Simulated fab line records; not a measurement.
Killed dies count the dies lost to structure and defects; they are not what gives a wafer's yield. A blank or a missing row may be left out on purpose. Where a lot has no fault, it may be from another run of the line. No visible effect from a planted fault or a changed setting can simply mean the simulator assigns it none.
Chamber matching || flow n5-finfet || N5_BEOL_M8_DESCUM_16 on rie-diel-03 has 4 sister chambers
The step chemistry O2, time 7.9 s. 4 wafers are shown with their chamber, then 8 later ones without.

WAFERS, EACH WITH ITS CHAMBER
{"wafer": "L076.2", "chamber": 0, "showerhead-plenum-p-Torr (Torr)": 2.15}
{"wafer": "L078.6", "chamber": 2, "showerhead-plenum-p-Torr (Torr)": 2.11}
{"wafer": "L080.4", "chamber": 3, "showerhead-plenum-p-Torr (Torr)": 2.04}
{"wafer": "L081.2", "chamber": 1, "showerhead-plenum-p-Torr (Torr)": 2.04}

WAFERS WHOSE CHAMBER IS MISSING
{"wafer": "L081.3", "showerhead-plenum-p-Torr (Torr)": 2.15}
{"wafer": "L081.4", "showerhead-plenum-p-Torr (Torr)": 2.04}
{"wafer": "L083.1", "showerhead-plenum-p-Torr (Torr)": 2.11}
{"wafer": "L083.4", "showerhead-plenum-p-Torr (Torr)": 2.15}
{"wafer": "L083.5", "showerhead-plenum-p-Torr (Torr)": 2.11}
{"wafer": "L086.1", "showerhead-plenum-p-Torr (Torr)": 2.03}
{"wafer": "L086.3", "showerhead-plenum-p-Torr (Torr)": 2.15}
{"wafer": "L086.4", "showerhead-plenum-p-Torr (Torr)": 2.03}

EACH ONE'S CHAMBER
{"wafer": "L081.3", "from the rows above": 0, "in truth": 0}
{"wafer": "L081.4", "from the rows above": "can't be placed: 1 or 3", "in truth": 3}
{"wafer": "L083.1", "from the rows above": 2, "in truth": 2}
{"wafer": "L083.4", "from the rows above": 0, "in truth": 0}
{"wafer": "L083.5", "from the rows above": 2, "in truth": 2}
{"wafer": "L086.1", "from the rows above": "can't be placed: 1 or 3", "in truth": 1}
{"wafer": "L086.3", "from the rows above": 0, "in truth": 0}
{"wafer": "L086.4", "from the rows above": "can't be placed: 1 or 3", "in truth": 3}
Correct placement for 5 of the 8. Can't be placed from these rows: 3 (the true chamber is among the candidates in 3). 0 placed wrongly.
How it was worked out, from the rows above alone: a wafer's distance from a chamber is the root of the sum, over the readings, of the square of ((its reading less the chamber's mean) divided by the reading's scatter). The wafer belongs to the nearest chamber; if the next one is less than 2 further off, it can't be placed. For every chamber, the mean is computed from those of its wafers that are shown. The scatter: root of mean squared gap, hidden wafer to nearest shown wafer, with one shown wafer a chamber.
